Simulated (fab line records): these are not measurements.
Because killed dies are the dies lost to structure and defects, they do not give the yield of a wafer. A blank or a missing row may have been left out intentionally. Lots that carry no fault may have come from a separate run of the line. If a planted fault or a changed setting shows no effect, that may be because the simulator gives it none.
Matching of chambers -- flow n5 finfet -- N5_BEOL_M3_STRIP_36 on rie diel-04 has 4 sister chambers
The step strips in N2/H2. 14 wafers are shown with their chamber, then 7 later ones without.

## WAFERS WITH THEIR CHAMBER
wafer,chamber,throttle valve pct (%),showerhead plenum p Torr (Torr),drypump motor current A (A)
L080.1,1,24.0,2.41,6.2
L080.2,2,23.3,2.57,4.9
L080.6,1,24.0,2.41,6.2
L081.2,0,22.9,2.68,5.2
L081.3,3,23.2,2.58,5.0
L081.5,3,23.2,2.58,5.0
L088.2,1,24.0,2.40,6.2
L088.3,3,23.2,2.58,5.0
L088.6,2,23.4,2.56,5.0
L087.1,2,23.4,2.56,4.9
L087.3,3,23.2,2.58,5.0
L087.5,2,23.4,2.56,4.9
L091.1,0,22.9,2.67,5.3
L091.3,3,23.2,2.58,5.0

SIGNATURES (means of the wafers above)
reading,chamber 0,chamber 1,chamber 2,chamber 3,scatter within a chamber
throttle valve pct,22.900,24.000,23.375,23.200,0.0274
showerhead plenum p Torr,2.6750,2.4067,2.5625,2.5800,0.00438
drypump motor current A,5.250,6.200,4.925,5.000,0.0354
Rule: for each reading, subtract the chamber's mean from the wafer's reading, divide by that reading's scatter and square the result; add these up over the readings and take the root, which gives the wafer's distance from the chamber. If the next closest chamber is less than 2 further off than the closest, the wafer can't be placed; otherwise it belongs to the closest. The scatter is the square root of a quotient: the sum, over the shown wafers, of each reading's squared deviation from its chamber's mean, divided by wafers minus chambers.

## WAFERS MISSING THEIR CHAMBER
wafer,throttle valve pct (%),showerhead plenum p Torr (Torr),drypump motor current A (A)
L091.4,23.2,2.58,5.0
L094.2,22.9,2.67,5.3
L094.5,23.2,2.57,5.0
L094.6,23.0,2.67,5.3
L097.1,23.2,2.57,5.0
L097.2,23.4,2.55,4.9
L097.5,23.2,2.57,5.0

## CHAMBER TAKEN BY EACH
wafer,from the rows above,in truth
L091.4,3,3
L094.2,0,0
L094.5,3,3
L094.6,0,0
L097.1,3,3
L097.2,2,2
L097.5,3,3
7 of 7 placed correctly. Left unplaced by these rows: 0. 0 placed wrongly.
